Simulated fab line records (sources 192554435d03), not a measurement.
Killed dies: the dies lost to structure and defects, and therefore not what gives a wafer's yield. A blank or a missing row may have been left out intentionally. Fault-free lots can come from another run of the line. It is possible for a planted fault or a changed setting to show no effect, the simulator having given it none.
Which tool is to blame? ; flow n5-finfet ; 24 lots with 72 wafers sampled at 5 steps, on a route of 1938 steps

WHAT THE GAUGES READ, wafer by wafer
N5_WELL_APT_OVL_MEAS_26.
lot;measured;on;PWELL_OVL (nm)
L074;day 1 15:25;overlay-02;4 8 8
L075;day 1 20:51;overlay-01;4 11 10
L076;day 2 03:13;overlay-01;-6 3 -1
L077;day 2 08:52;overlay-02;9 1 7
L078;day 2 15:07;overlay-01;9 4 2
L079;day 2 20:59;overlay-01;8 5 8
L080;day 3 03:08;overlay-01;-5 -10 5
L081;day 3 09:10;overlay-02;-5 -2 -4
L082;day 3 15:51;overlay-01;5 -8 6
L083;day 3 21:04;overlay-01;6 0 10
L084;day 4 02:59;overlay-01;1 8 4
L085;day 4 08:51;overlay-02;-3 -1 -2
L086;day 4 15:05;overlay-02;5 13 3
L087;day 4 20:51;overlay-02;-13 -10 -8
L088;day 5 02:59;overlay-01;-2 -3 3
L089;day 5 09:10;overlay-01;2 -2 -1
L090;day 5 15:04;overlay-02;-7 9 2
L091;day 5 21:17;overlay-01;9 -3 5
L092;day 6 03:51;overlay-01;4 -3 -1
L093;day 6 08:50;overlay-02;0 -6 3
L094;day 6 15:03;overlay-02;-6 -12 -9
L095;day 6 20:50;overlay-01;-3 -10 -5
L096;day 7 03:04;overlay-02;2 3 5
L097;day 7 08:51;overlay-01;2 9 -2

N5_FIN_SAQP_CD_MEAS_16 targets a cd of 35.6 nm.
lot;measured;on;cd-nm (nm)
L074;day 1 22:25;cd-sem-02;35.7 35.4 35.5
L075;day 2 03:20;cd-sem-03;35.3 35.8 36.0
L076;day 2 09:46;cd-sem-02;35.6 35.0 35.2
L077;day 2 15:24;cd-sem-02;35.7 35.4 35.4
L078;day 2 21:50;cd-sem-03;35.7 35.7 35.4
L079;day 3 03:39;cd-sem-02;36.0 36.2 35.3
L080;day 3 10:28;cd-sem-02;35.5 36.0 36.4
L081;day 3 17:44;cd-sem-03;35.6 35.7 35.7
L082;day 3 22:09;cd-sem-02;35.7 35.8 36.0
L083;day 4 04:00;cd-sem-02;36.0 34.9 35.5
L084;day 4 09:44;cd-sem-03;36.0 35.4 35.4
L085;day 4 15:16;cd-sem-03;35.0 35.3 35.4
L086;day 4 22:04;cd-sem-01;36.3 36.2 35.8
L087;day 5 04:37;cd-sem-01;35.6 35.4 36.3
L088;day 5 09:11;cd-sem-03;35.8 35.7 36.2
L089;day 5 15:32;cd-sem-02;35.1 35.1 35.3
L090;day 5 21:50;cd-sem-01;35.3 35.7 35.6
L091;day 6 03:58;cd-sem-02;36.2 36.1 36.1
L092;day 6 10:40;cd-sem-01;35.1 35.5 35.3
L093;day 6 17:19;cd-sem-03;35.6 35.8 36.1
L094;day 6 22:01;cd-sem-02;35.6 35.9 35.5
L095;day 7 03:34;cd-sem-03;35.8 35.4 35.1
L096;day 7 10:31;cd-sem-02;35.7 35.5 35.5
L097;day 7 16:01;cd-sem-03;35.9 35.8 35.3

N5_FIN_SAQP_CD_MEAS_27 targets a cd of 20 nm.
lot;measured;on;cd-nm (nm)
L074;day 2 00:48;cd-sem-01;20.45 20.15 20.26
L075;day 2 05:28;cd-sem-02;20.18 20.48 20.45
L076;day 2 12:11;cd-sem-02;20.58 19.67 20.35
L077;day 2 18:21;cd-sem-03;20.10 20.09 20.48
L078;day 2 23:56;cd-sem-01;20.59 20.08 20.55
L079;day 3 05:45;cd-sem-01;20.34 20.44 20.33
L080;day 3 12:44;cd-sem-03;20.57 20.29 20.15
L081;day 3 20:22;cd-sem-02;20.27 20.39 20.25
L082;day 4 00:24;cd-sem-01;20.29 20.21 19.77
L083;day 4 06:12;cd-sem-01;20.38 20.42 20.09
L084;day 4 12:09;cd-sem-03;20.25 20.35 20.73
L085;day 4 19:05;cd-sem-01;20.55 20.13 19.69
L086;day 5 00:54;cd-sem-01;19.85 20.49 20.11
L087;day 5 07:23;cd-sem-01;19.75 20.14 20.07
L088;day 5 11:17;cd-sem-02;20.28 19.90 20.13
L089;day 5 17:53;cd-sem-03;20.07 20.53 20.43
L090;day 6 00:01;cd-sem-01;20.09 20.57 20.19
L091;day 6 06:07;cd-sem-01;19.99 20.50 19.84
L092;day 6 12:46;cd-sem-03;20.49 20.06 20.38
L093;day 6 19:30;cd-sem-02;20.71 20.08 20.23
L094;day 7 01:22;cd-sem-01;20.56 20.29 19.86
L095;day 7 06:07;cd-sem-01;20.10 20.54 20.39
L096;day 7 13:07;cd-sem-03;20.14 20.07 19.53
L097;day 7 18:15;cd-sem-02;19.75 19.76 20.08

WHAT TOOL EACH LOT RAN ON (gives the tool, then ch and the chambers of the sampled wafers, and finally the start)
lot;N5_PMOS_HMC_CHANNEL_EPI_STRIP_33;N5_FIN_SAQP_SPACER1_ETCHBACK_25
L074;rie-diel-01 ch 0,1,2, day 1 17:56;rie-diel-02 ch 0,1,2, day 2 00:36
L075;rie-diel-01 ch 1,2, day 1 23:14;rie-diel-05 ch 1,2, day 2 05:16
L076;rie-diel-04 ch 2,3, day 2 05:27;rie-diel-05 ch 0,2,3, day 2 11:59
L077;rie-diel-03 ch 0,1,2, day 2 11:17;rie-diel-02 ch 0,1,2, day 2 18:09
L078;rie-diel-04 ch 0,3, day 2 17:37;rie-diel-05 ch 1,2, day 2 23:44
L079;rie-diel-03 ch 0,1,3, day 2 23:20;rie-diel-05 ch 0,1,2, day 3 05:33
L080;rie-diel-01 ch 1,2,3, day 3 05:53;rie-diel-06 ch 1,2,3, day 3 12:33
L081;rie-diel-03 ch 0,2,3, day 3 12:03;rie-diel-02 ch 2,3, day 3 20:10
L082;rie-diel-04 ch 0,1,2, day 3 18:20;rie-diel-06 ch 1,2,3, day 4 00:12
L083;rie-diel-01 ch 0,3, day 3 23:59;rie-diel-05 ch 0,3, day 4 05:59
L084;rie-diel-04 ch 0,1,2, day 4 05:36;rie-diel-06 ch 1,2,3, day 4 11:57
L085;rie-diel-03 ch 0,2, day 4 11:19;rie-diel-02 ch 2,3, day 4 18:53
L086;rie-diel-04 ch 0,3, day 4 18:03;rie-diel-05 ch 0,2, day 5 00:42
L087;rie-diel-01 ch 0,2,3, day 4 23:13;rie-diel-02 ch 0,1, day 5 07:10
L088;rie-diel-01 ch 1,2, day 5 05:14;rie-diel-02 ch 0,2, day 5 11:06
L089;rie-diel-03 ch 1,2, day 5 11:33;rie-diel-05 ch 0,1,3, day 5 17:41
L090;rie-diel-04 ch 1,2, day 5 18:00;rie-diel-05 ch 2,3, day 5 23:49
L091;rie-diel-03 ch 1,2,3, day 5 23:38;rie-diel-05 ch 0,2, day 6 05:55
L092;rie-diel-01 ch 0,1,2, day 6 06:12;rie-diel-05 ch 0,1,3, day 6 12:34
L093;rie-diel-01 ch 2,3, day 6 12:08;rie-diel-06 ch 0,3, day 6 19:18
L094;rie-diel-03 ch 0,1,3, day 6 17:59;rie-diel-06 ch 0,2,3, day 7 01:09
L095;rie-diel-03 ch 0,1,2, day 6 23:11;rie-diel-02 ch 0,2,3, day 7 05:55
L096;rie-diel-04 ch 1,2, day 7 06:28;rie-diel-06 ch 0,1, day 7 12:55
L097;rie-diel-03 ch 0,1, day 7 11:38;rie-diel-05 ch 0,1,3, day 7 18:02
- N5_PMOS_HMC_CHANNEL_EPI_STRIP_33: strips in N2/H2.
- N5_FIN_SAQP_SPACER1_ETCHBACK_25: etches SiO2 in CHF3/O2, target depth 24.4 nm, time 12.2 s.

WHAT THE TOOLS THEMSELVES READ (means of the sampled wafers that have a number; where no wafer has one, the mark that the record gives instead)
N5_PMOS_HMC_CHANNEL_EPI_STRIP_33.
lot;tool;chamber-pressure-mTorr (mTorr);drypump-motor-current-A (A);h2-flow-sccm (sccm);oes-product-au (a.u.);rf-vpp-V (V);showerhead-plenum-p-Torr (Torr);throttle-valve-pct (%)
L074;rie-diel-01;50.00;5.9;301.0;0.72;52.8;3.42;19.0
L075;rie-diel-01;50.14;6.2;299.8;0.73;54.0;3.39;19.0
L076;rie-diel-04;49.98;5.8;300.8;0.77;52.8;3.45;18.6
L077;rie-diel-03;50.03;5.7;299.3;0.77;54.3;3.38;19.1
L078;rie-diel-04;50.09;5.1;300.4;0.72;55.0;3.26;19.5
L079;rie-diel-03;49.94;5.6;300.7;0.77;53.9;3.46;18.9
L080;rie-diel-01;49.93;6.0;299.7;0.83;54.0;3.34;18.8
L081;rie-diel-03;50.00;5.5;300.4;0.78;54.8;3.42;18.9
L082;rie-diel-04;50.02;5.5;299.6;0.72;54.0;3.35;19.0
L083;rie-diel-01;50.04;5.5;300.2;0.72;53.6;3.37;19.0
L084;rie-diel-04;50.03;5.5;299.3;0.72;52.7;3.35;19.0
L085;rie-diel-03;50.03;5.6;300.6;0.77;54.8;3.43;19.1
L086;rie-diel-04;49.96;5.5;299.3;0.71;55.3;3.29;19.3
L087;rie-diel-01;50.00;5.8;300.7;0.73;54.3;3.35;19.0
L088;rie-diel-01;49.98;6.2;300.7;0.79;55.8;3.38;18.9
L089;rie-diel-03;49.95;5.7;299.9;0.76;53.3;3.31;19.1
L090;rie-diel-04;50.04;6.0;299.9;0.70;53.9;3.37;18.7
L091;rie-diel-03;50.00;5.5;299.9;0.76;55.2;3.35;19.0
L092;rie-diel-01;50.14;5.9;298.9;0.79;54.3;3.40;18.9
L093;rie-diel-01;49.98;6.0;300.3;0.74;54.5;3.27;19.0
L094;rie-diel-03;49.97;5.6;299.7;0.75;54.6;3.45;18.9
L095;rie-diel-03;50.00;5.7;300.3;0.74;53.1;3.36;19.2
L096;rie-diel-04;50.03;5.9;299.9;0.71;55.0;3.42;18.6
L097;rie-diel-03;50.04;5.7;300.5;0.74;54.0;3.40;19.2

N5_FIN_SAQP_SPACER1_ETCHBACK_25.
lot;tool;chamber-pressure-mTorr (mTorr);drypump-motor-current-A (A);oes-product-au (a.u.);rf-vpp-V (V);showerhead-plenum-p-Torr (Torr);throttle-valve-pct (%)
L074;rie-diel-02;30.013;5.9;0.81;518;2.46;18.95
L075;rie-diel-05;30.027;5.8;0.87;537;2.48;18.84
L076;rie-diel-05;30.006;5.3;0.84;528;2.50;18.76
L077;rie-diel-02;29.986;6.0;0.80;517;2.46;18.95
L078;rie-diel-05;29.995;5.3;0.82;536;2.50;18.70
L079;rie-diel-05;30.005;5.5;0.84;535;2.47;18.91
L080;rie-diel-06;30.034;5.6;0.81;520;2.47;18.90
L081;rie-diel-02;29.999;5.4;0.76;507;2.43;19.29
L082;rie-diel-06;30.005;5.6;0.81;521;2.46;18.91
L083;rie-diel-05;29.994;5.5;0.84;527;2.48;18.98
L084;rie-diel-06;30.005;5.6;0.80;519;2.46;18.92
L085;rie-diel-02;30.006;5.6;0.77;503;2.43;19.22
L086;rie-diel-05;30.023;5.3;0.80;534;2.47;18.98
L087;rie-diel-02;29.998;6.4;0.78;518;2.44;18.77
L088;rie-diel-02;29.978;6.0;0.84;517;2.50;19.03
L089;rie-diel-05;29.996;5.7;0.85;528;2.48;18.93
L090;rie-diel-05;29.976;5.3;0.81;522;2.52;18.59
L091;rie-diel-05;29.985;5.3;0.79;534;2.46;19.01
L092;rie-diel-05;29.994;5.7;0.83;527;2.47;18.93
L093;rie-diel-06;30.010;6.2;0.76;516;2.41;19.16
L094;rie-diel-06;30.004;5.9;0.78;516;2.42;19.03
L095;rie-diel-02;29.987;5.8;0.79;511;2.46;19.15
L096;rie-diel-06;29.981;6.2;0.71;511;2.42;19.14
L097;rie-diel-05;30.018;5.7;0.82;527;2.47;18.96

THE ANSWER, worked out from the rows above alone
Rule: the lots themselves supply what counts as usual. The widest of any qualifying gaps counts: lots, ordered by their means at a reading, are off when they make up no more than a third of the lots, leave a main group of 4 or more, and stand apart from it by 3 or more times the standard deviation of that group's means. Not used: any main group whose means are identical at the precision the tables above print for the reading. Also off: a lot with no number at a reading for which 4 or more lots have one. Where the step has rows for the other lots, those lots are counted as sound. After the gauges, taken in route order, come the tools' own readings; for these a lot's mean is taken, as printed above. The first step at which some lot is off is used, and at that step the reading that is off furthest; a lot without a number counts as furthest.
Nothing can be told from this: no lot is off at any reading shown.

WHAT THE SIMULATOR HAD PUT IN
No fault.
